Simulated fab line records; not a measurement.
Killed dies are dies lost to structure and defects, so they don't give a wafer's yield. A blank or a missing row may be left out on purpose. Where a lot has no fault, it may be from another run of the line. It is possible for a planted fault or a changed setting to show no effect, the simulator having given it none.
Split-lot experiment || flow n5Finfet || route with 1938 steps; 7 lots, 21 wafers read

== THE SPLIT ==
At N5_BEOL_M10_TRENCH_ETCH_37 (etches SiCOH lowk in C4F6/O2, target depth 148.83 nm, time 48 s), the setting timeS was moved away from the recipe's 48 s on 6 of the 21 wafers read, by -11.0% to +21.6%. This setting was run at the recipe's value on the other wafers.

== FROM THE SPLIT TO THE READING: what the file shows between them, 4 steps ==
- N5_BEOL_M10_ETCH_41: etches SiCN in CH3F/O2, target depth 42.6 nm, time 86 s
- N5_BEOL_M10_STRIP_77: strips in N2/H2, time 10 s
- N5_BEOL_M10_ECD_50: material Cu, target thk 318 nm
- N5_BEOL_M10_ANNEAL_51: time 90 s

== THE READING ==
Cu_of_BEOL_M10_ECD_50.thkNm (the simulator's own value, which no gauge read), in nm, at N5_BEOL_M10_CMP_52 (polishes, stops on SiCOH lowk, t overpolish 7 s, target thk 140 nm). The file gives no usual value for it. Across the 15 wafers here that went through the recipe, the average is 139.6 nm and the standard deviation 2.4 nm.

{"wafer": "L075.3", "tool, chamber at the split": "rieDiel-02, 2", "timeS as run, s": 48, "against the recipe": "recipe", "Cu_of_BEOL_M10_ECD_50.thkNm, nm": 140, "against lot-mates on the recipe": "-"}
{"wafer": "L075.2", "tool, chamber at the split": "rieDiel-02, 3", "timeS as run, s": 48, "against the recipe": "recipe", "Cu_of_BEOL_M10_ECD_50.thkNm, nm": 140.8, "against lot-mates on the recipe": "-"}
{"wafer": "L075.1", "tool, chamber at the split": "rieDiel-02, 0", "timeS as run, s": 48, "against the recipe": "recipe", "Cu_of_BEOL_M10_ECD_50.thkNm, nm": 138, "against lot-mates on the recipe": "-"}
{"wafer": "L076.2", "tool, chamber at the split": "rieDiel-05, 0", "timeS as run, s": 48, "against the recipe": "recipe", "Cu_of_BEOL_M10_ECD_50.thkNm, nm": 143.8, "against lot-mates on the recipe": "-"}
{"wafer": "L076.3", "tool, chamber at the split": "rieDiel-05, 1", "timeS as run, s": 58.36, "against the recipe": "+21.6%", "Cu_of_BEOL_M10_ECD_50.thkNm, nm": 171, "against lot-mates on the recipe": "+28.3"}
{"wafer": "L076.6", "tool, chamber at the split": "rieDiel-05, 3", "timeS as run, s": 48, "against the recipe": "recipe", "Cu_of_BEOL_M10_ECD_50.thkNm, nm": 141.6, "against lot-mates on the recipe": "-"}
{"wafer": "L077.1", "tool, chamber at the split": "rieDiel-01, 3", "timeS as run, s": 48, "against the recipe": "recipe", "Cu_of_BEOL_M10_ECD_50.thkNm, nm": 140.8, "against lot-mates on the recipe": "-"}
{"wafer": "L077.6", "tool, chamber at the split": "rieDiel-01, 0", "timeS as run, s": 48, "against the recipe": "recipe", "Cu_of_BEOL_M10_ECD_50.thkNm, nm": 135, "against lot-mates on the recipe": "-"}
{"wafer": "L077.5", "tool, chamber at the split": "rieDiel-01, 3", "timeS as run, s": 48, "against the recipe": "recipe", "Cu_of_BEOL_M10_ECD_50.thkNm, nm": 140, "against lot-mates on the recipe": "-"}
{"wafer": "L081.4", "tool, chamber at the split": "rieDiel-02, 2", "timeS as run, s": 48, "against the recipe": "recipe", "Cu_of_BEOL_M10_ECD_50.thkNm, nm": 142.2, "against lot-mates on the recipe": "-"}
{"wafer": "L081.6", "tool, chamber at the split": "rieDiel-02, 1", "timeS as run, s": 44.23, "against the recipe": "-7.9%", "Cu_of_BEOL_M10_ECD_50.thkNm, nm": 128.8, "against lot-mates on the recipe": -13.4}
{"wafer": "L081.5", "tool, chamber at the split": "rieDiel-02, 2", "timeS as run, s": 44.23, "against the recipe": "-7.9%", "Cu_of_BEOL_M10_ECD_50.thkNm, nm": 131.2, "against lot-mates on the recipe": -11.0}
{"wafer": "L080.3", "tool, chamber at the split": "rieDiel-05, 3", "timeS as run, s": 48, "against the recipe": "recipe", "Cu_of_BEOL_M10_ECD_50.thkNm, nm": 141.6, "against lot-mates on the recipe": "-"}
{"wafer": "L080.1", "tool, chamber at the split": "rieDiel-05, 2", "timeS as run, s": 48, "against the recipe": "recipe", "Cu_of_BEOL_M10_ECD_50.thkNm, nm": 138, "against lot-mates on the recipe": "-"}
{"wafer": "L080.6", "tool, chamber at the split": "rieDiel-05, 1", "timeS as run, s": 48, "against the recipe": "recipe", "Cu_of_BEOL_M10_ECD_50.thkNm, nm": 139.8, "against lot-mates on the recipe": "-"}
{"wafer": "L084.1", "tool, chamber at the split": "rieDiel-05, 3", "timeS as run, s": 57.46, "against the recipe": "+19.7%", "Cu_of_BEOL_M10_ECD_50.thkNm, nm": 170.2, "against lot-mates on the recipe": "+32.2"}
{"wafer": "L084.5", "tool, chamber at the split": "rieDiel-05, 1", "timeS as run, s": 57.46, "against the recipe": "+19.7%", "Cu_of_BEOL_M10_ECD_50.thkNm, nm": 166, "against lot-mates on the recipe": "+28.0"}
{"wafer": "L084.6", "tool, chamber at the split": "rieDiel-05, 2", "timeS as run, s": 48, "against the recipe": "recipe", "Cu_of_BEOL_M10_ECD_50.thkNm, nm": 138, "against lot-mates on the recipe": "-"}
{"wafer": "L092.3", "tool, chamber at the split": "rieDiel-05, 0", "timeS as run, s": 48, "against the recipe": "recipe", "Cu_of_BEOL_M10_ECD_50.thkNm, nm": 139.6, "against lot-mates on the recipe": "-"}
{"wafer": "L092.4", "tool, chamber at the split": "rieDiel-05, 2", "timeS as run, s": 48, "against the recipe": "recipe", "Cu_of_BEOL_M10_ECD_50.thkNm, nm": 134.6, "against lot-mates on the recipe": "-"}
{"wafer": "L092.2", "tool, chamber at the split": "rieDiel-05, 1", "timeS as run, s": 42.71, "against the recipe": "-11.0%", "Cu_of_BEOL_M10_ECD_50.thkNm, nm": 125.6, "against lot-mates on the recipe": -11.5}

THE FIT
A straight line over all 21 wafers: Cu_of_BEOL_M10_ECD_50.thkNm changes by +1.41 nm for each +1% of timeS; r = +0.98; the points scatter about the line by 2.4 nm.
The same after taking each lot's own level away (the mean of its wafers on the recipe; 21 wafers): +1.42 nm for each +1%; r = +0.98; scatter 2.2 nm.
Per that fit: largest timeS move, reading shift of 31 nm.
Across the lots, their own levels run from 137.10 to 142.70 nm, a range of 2.3 times the standard deviation given above.
Hence the lot-to-lot level has little effect on the slope; both slopes agree.
Check: with one of the wafers moved furthest among these (+21.6%) left out of the fit, the line predicts +32 nm for it against its lot-mates. Against them it came out at +28.3 nm.

== THE OTHER SPLITS THESE WAFERS WENT THROUGH ==
These wafers also went through other splits before the reading. Each is held against what the fit with the lots' levels taken away leaves over:
{"other split on the same wafers": "N5_BEOL_M10_PEB_26 pebTimeS", "wafers away from the commonest value": 9, "r with Cu_of_BEOL_M10_ECD_50.thkNm (lot level and that fit taken away)": -0.02}
{"other split on the same wafers": "N5_BEOL_M10_VIA_ETCH_34 timeS", "wafers away from the commonest value": 9, "r with Cu_of_BEOL_M10_ECD_50.thkNm (lot level and that fit taken away)": "+0.07"}

== THE WHOLE CHAIN: every reading that the file lists as answering this split, in the file's order ==
{"step": "N5_BEOL_M10_TRENCH_ETCH_37", "what it does": "etches SiCOH lowk in C4F6/O2, target depth 148.83 nm, time 48 s", "reading": "BEOL_M10.featureDepthNm (the simulator's own value, which no gauge read)", "change (the file's fit)": "+1.43 nm for each +1% of the setting", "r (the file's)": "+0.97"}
{"step": "N5_BEOL_M10_TRENCH_ETCH_37", "what it does": "etches SiCOH lowk in C4F6/O2, target depth 148.83 nm, time 48 s", "reading": "etch.depthNm (the simulator's own value, which no gauge read)", "change (the file's fit)": "+1.43 nm for each +1% of the setting", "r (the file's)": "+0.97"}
{"step": "N5_BEOL_M10_TRENCH_ETCH_37", "what it does": "etches SiCOH lowk in C4F6/O2, target depth 148.83 nm, time 48 s", "reading": "TiN_of_BEOL_M10_HM_DEP_02.thkNm (the simulator's own value, which no gauge read)", "change (the file's fit)": "-0.0408 nm for each +1% of the setting", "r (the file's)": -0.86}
{"step": "N5_BEOL_M10_CMP_52", "what it does": "polishes, stops on SiCOH lowk, t overpolish 7 s, target thk 140 nm", "reading": "Cu_of_BEOL_M10_ECD_50.thkNm (the simulator's own value, which no gauge read)", "change (the file's fit)": "+1.38 nm for each +1% of the setting", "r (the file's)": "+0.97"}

== THE FILE'S OWN FIT ==
Cu_of_BEOL_M10_ECD_50.thkNm changes by +1.38 nm for each +1% of timeS, r = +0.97.
